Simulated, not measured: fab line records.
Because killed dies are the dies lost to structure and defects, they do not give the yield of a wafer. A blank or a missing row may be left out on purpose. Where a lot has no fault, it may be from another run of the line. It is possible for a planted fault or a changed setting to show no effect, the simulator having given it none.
A struck lot beside a sound one -- flow nand harc -- 20 out of 1302 route steps
Sound: these wafers, L627.2, L627.4, L627.5. Struck: wafer L645.1. The cause is given at the end.
At each step with rows: each side's tool, then ch and its chambers, then its first start. Under that, the readings that differ: sound wafers -- struck wafers -- difference of the means -- sigmas: that difference in standard deviations of wafers without a fault.
alike: a reading whose means differ by less than 2 such deviations, as well as words and numbers matching on both sides. not compared: withheld readings; readings where some wafer has no value; bounds like >300 that might hide an equal value; numbers whose values overlap and for which the record gives no deviation.
The two part at a step that has a row with sigmas, a row that says differs or no value, or rows on one side only. Numbers that have no deviation but don't overlap get no sigmas and don't part them. Lack of a reading on every wafer of one side parts them only where that side has two or more wafers.

NHARC_P_M1_CD_MEAS_09: the cd target is 130 nm.
  sound on cd sem-03 ch 0, day 6 06:54; struck on cd sem-02 ch 0, day 13 17:25
  alike: cd nm
NHARC_P_M1_OVL_MEAS_10: pitch 260 nm.
  sound on overlay-01 at day 6 06:59; struck on overlay-02 at day 13 17:30
  alike: overlay x nm, overlay y nm
NHARC_P_M1_INSPECT_11:
  sound on defect inspect-02 at day 6 07:01; struck on defect inspect-01 at day 13 17:32
  alike: raw defect count
NHARC_P_M1_DESCUM_14: chemistry O2, time 3 s.
  sound on rie diel-12 ch 2,3, day 6 07:05; struck on rie diel-08 ch 2, day 13 17:36
  alike: drypump motor current A, mfc ar sccm, oes product au, rf vpp V, showerhead plenum p Torr, throttle valve pct
  not compared: rf hours counter h
then, 1 step without rows for these wafers: NHARC_P_M1_ETCH_35 (etches the open film in N2/H2, target depth 40 nm, overetch 12 nm, time 43.94 s).
NHARC_P_M1_ETCH_15: etches the open film in C4F8/Ar, target depth 182.5 nm, time 91.2 s.
  sound on rie diel-12 ch 1,2,3; struck on rie diel-08 ch 2
  alike: oes product au, rf fwd power W, rf vpp V
  not compared: rf hours counter h
NHARC_P_M1_CD_MEAS_16:
  sound on cd sem-02 at day 6 07:23; struck on cd sem-01 at day 13 17:55
  alike: cd nm
then, 1 step without rows for these wafers: NHARC_P_M1_STRIP_18 (strips in N2/H2).
NHARC_P_M1_ETCH_28: etches the open film in CF4/N2, target depth 30 nm, time 72.99 s.
  sound on rie diel-10 ch 0,3; struck on rie diel-10 ch 3
  alike: drypump motor current A, mfc ar sccm, oes product au, rf fwd power W, rf vpp V, showerhead plenum p Torr, throttle valve pct
  not compared: rf hours counter h
then, 2 steps without rows for these wafers: NHARC_P_M1_STRIP_19 (strips in post etch residue remover, time 600 s); NHARC_P_M1_DEGAS_29 (time 60 s).
NHARC_P_M1_PRE_CLEAN_30: time 30 s.
  sound on pvd sputter-03; struck on pvd sputter-01
  alike: heater power w
NHARC_P_M1_PVD_20: deposits TaN, target thk 5 nm, time 8.06 s.
  sound on pvd sputter-03 at day 6 08:14; struck on pvd sputter-01 at day 13 18:44
  alike: cathode dc power W, throttle valve pct
then, 2 steps without rows for these wafers: NHARC_P_M1_PVD_21 (deposits Cu, target thk 30 nm, time 20.49 s); NHARC_P_M1_ECD_22 (material Cu, target thk 400 nm).
NHARC_P_M1_ANNEAL_31: time 90 s.
  sound on rtp anneal-02 ch 0, day 6 08:54; struck on rtp anneal-02 ch 0, day 13 19:22
  alike: wafer_temp_C_max
then, 1 step without rows for these wafers: NHARC_P_M1_CMP_23 (polishes, t overpolish 20 s, target thk 157.82 nm).
NHARC_P_M1_THK_MEAS_24: measures by xrf.
  sound on film metro-02 at day 6 09:31; struck on film metro-02 at day 13 20:02
reading,sound,struck,difference,sigmas
thk nm (nm),158.2 159.7 159.0,155.6,-3.4,-2
after that, 1 step had no rows for these wafers: NHARC_P_M1_SRD_25.
-- the record jumps here: 18 days lie between the struck wafers' starts before and after (it left off in module P_M1 and takes up again in module END, whose first step shown is number 1302 of the route) --
NHARC_END_SORT_01:
  the record has rows for the struck wafers here (prober-02 ch 0, day 32 03:20) and none for the sound ones

## WHERE THEY PART
Earliest at NHARC_P_M1_THK_MEAS_24; latest, in this record, at NHARC_END_SORT_01.

WHY: the cause the simulator had injected
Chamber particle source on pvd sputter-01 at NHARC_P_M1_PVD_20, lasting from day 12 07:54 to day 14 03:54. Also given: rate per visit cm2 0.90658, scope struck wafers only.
